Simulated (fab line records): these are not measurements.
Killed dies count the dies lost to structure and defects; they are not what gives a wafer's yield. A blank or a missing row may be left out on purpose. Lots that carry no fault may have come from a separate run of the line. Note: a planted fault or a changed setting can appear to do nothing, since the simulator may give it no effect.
A struck lot beside a sound one / flow n5_finfet / 25 steps out of a route of 1938
Sound: these wafers, L761.1, L761.4, L761.5. Wafers L760.2, L760.3, L760.4 were the ones struck. The cause is named last.
Each step with rows lists, per side, the tool, then ch with its chambers, then its first start. Under that, the readings that differ: sound wafers / struck wafers / difference of the means / sigmas: that difference in standard deviations of wafers without a fault.
alike: same words and numbers on both sides, and readings whose means sit less than 2 such deviations apart. not compared: any withheld reading, any reading some wafer has no value for, any bound like >300 that may hide the same value, and any number with overlapping values for which the record gives no deviation.
The two part at a step that has a row with sigmas, a row that says differs or no value, or rows on one side only. Numbers that have no deviation but don't overlap get no sigmas and don't part them. Lack of a reading on every wafer of one side parts them only where that side has two or more wafers.

first, 9 steps without rows for these wafers: N5_SD_EPI_N_EBR_05; N5_SD_EPI_N_SOFTBAKE_04 (time 60 s); N5_SD_EPI_N_EXPOSE_06 (exposes mask SD N BLK, target cd 120 nm); N5_SD_EPI_N_PEB_07 (peb time 60 s); N5_SD_EPI_N_DEVELOP_08 (develop time 30 s); N5_SD_EPI_N_DESCUM_14 (chemistry O2, time 7.9 s); N5_SD_EPI_N_ETCH_34 (etches SiARC in CF4, target depth 45.5 nm, time 75.8 s); N5_SD_EPI_N_ETCH_35 (etches SOC in N2/H2, overetch 108 nm, time 486 s); N5_SD_EPI_N_STRIP_36 (strips in N2/H2).
N5_SD_EPI_N_ETCHBACK_44: etches SiNx in CH3F/O2, stops on SiO2, target depth 14.5 nm.
  sound on rie_diel-04 ch 1,2, day 8 21:23; struck on rie_diel-05 ch 0,1,3, day 8 13:28
  no value came back on the struck wafers for any of 10 readings (CH3F_flow_sccm (sccm), O2_flow_sccm (sccm) and others); on the sound wafers CH3F_flow_sccm (sccm) reads 29.88 30.06 30.03
reading=model.SiARC_of_SD_EPI_N_COAT_33.thk_nm (nm); sound=15.8 16.6 16.6; struck=19.4 19 19.6; difference=+3.0; sigmas=
  not compared: rf_hours_counter_h
then, 1 step without rows for these wafers: N5_SD_EPI_N_ETCH_45 (etches SiOCN in CH3F/O2, target depth 6 nm).
N5_SD_EPI_N_ETCH_16: etches SiO2 in CHF3/O2, target depth 5 nm.
  sound on rie_diel-04 ch 1,2, day 8 21:35; struck on rie_diel-05 ch 0,1,3, day 8 13:40
reading=model.SiARC_of_SD_EPI_N_COAT_33.thk_nm (nm); sound=12 13.2 13.2; struck=15.8 15.4 16; difference=+2.9; sigmas=
  alike: bias_w, drypump_motor_current_A, mfc_ar_sccm, oes_ar_750_au, oes_product_au, rf_vpp_V, showerhead_plenum_p_Torr, throttle_valve_pct
  not compared: rf_hours_counter_h
then, 8 steps without rows for these wafers: N5_SD_EPI_N_STRIP_47 (strips in CHF3/O2); N5_SD_EPI_N_SD_RECESS_17 (chemistry HBr/Cl2/O2, target depth 41 nm, time 23.7 s, bt time 3 s); N5_SD_EPI_N_STRIP_38 (strips in N2/H2); N5_SD_EPI_N_WET_ETCH_43 (etches SiO2 in dHF, time 14 s, target depth 1.5 nm); N5_SD_EPI_N_STRIP_18 (strips in SPM, time 750 s); N5_SD_EPI_N_SRD_20 (time 30 s); N5_SD_EPI_N_PRECLEAN_48 (cleans in NF3:NH3, afs cycles 2, time 20 s, sublimation time 60 s); N5_SD_EPI_N_VAPOR_ETCH_50 (etches Si in HCl, time 54 s).
N5_SD_EPI_N_EPI_21: deposits Si:P, time 690 s.
  sound on epi_rpcvd-01 ch 0, day 8 22:50; struck on epi_rpcvd-03 ch 0, day 8 15:00
reading=susceptor_temp_C_max; sound=681.3 680.9 680.4; struck=682.5 682.2 681.7; difference=+1.3; sigmas=+2
reading=model.Si-P_of_SD_EPI_N_EPI_21.thk_nm (nm); sound=59.4 58.2 58.4; struck=1 1.2 0.6; difference=-58; sigmas=
N5_SD_EPI_N_PRECLEAN_24: cleans in O3/DIW, time 60 s.
  sound on wet_bench-06 ch 0,5,6, day 9 01:14; struck on wet_bench-01 ch 0,2,7, day 8 16:31
reading=model.Si-P_of_SD_EPI_N_EPI_21.thk_nm (nm); sound=58.8 58 58; struck=1 1.2 0.6; difference=-57; sigmas=
then, 1 step without rows for these wafers: N5_SD_EPI_N_SRD_25 (time 30 s).
N5_BEOL_M4_RC_MEAS_101:
  the record has rows for the sound wafers here (prober-02 ch 0, day 17 18:16) and none for the struck ones
-- a jump in the record: the struck wafers' starts before and after are 13 days apart (it breaks off in module BEOL_M4 and resumes in module PASSIVATION, where the first step shown is number 1936 of the route) --
N5_PASSIVATION_PROBE_49:
  rows exist in the record for the struck wafers here (prober-02, day 21 21:23), but not for the sound ones

## WHERE THEY PART
First at N5_SD_EPI_N_ETCHBACK_44; last, within this record, at N5_PASSIVATION_PROBE_49.

WHY: whatever the simulator had introduced
Skipped step whole: rie_diel-05, from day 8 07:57 on, at N5_SD_EPI_N_ETCHBACK_44. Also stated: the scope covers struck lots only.
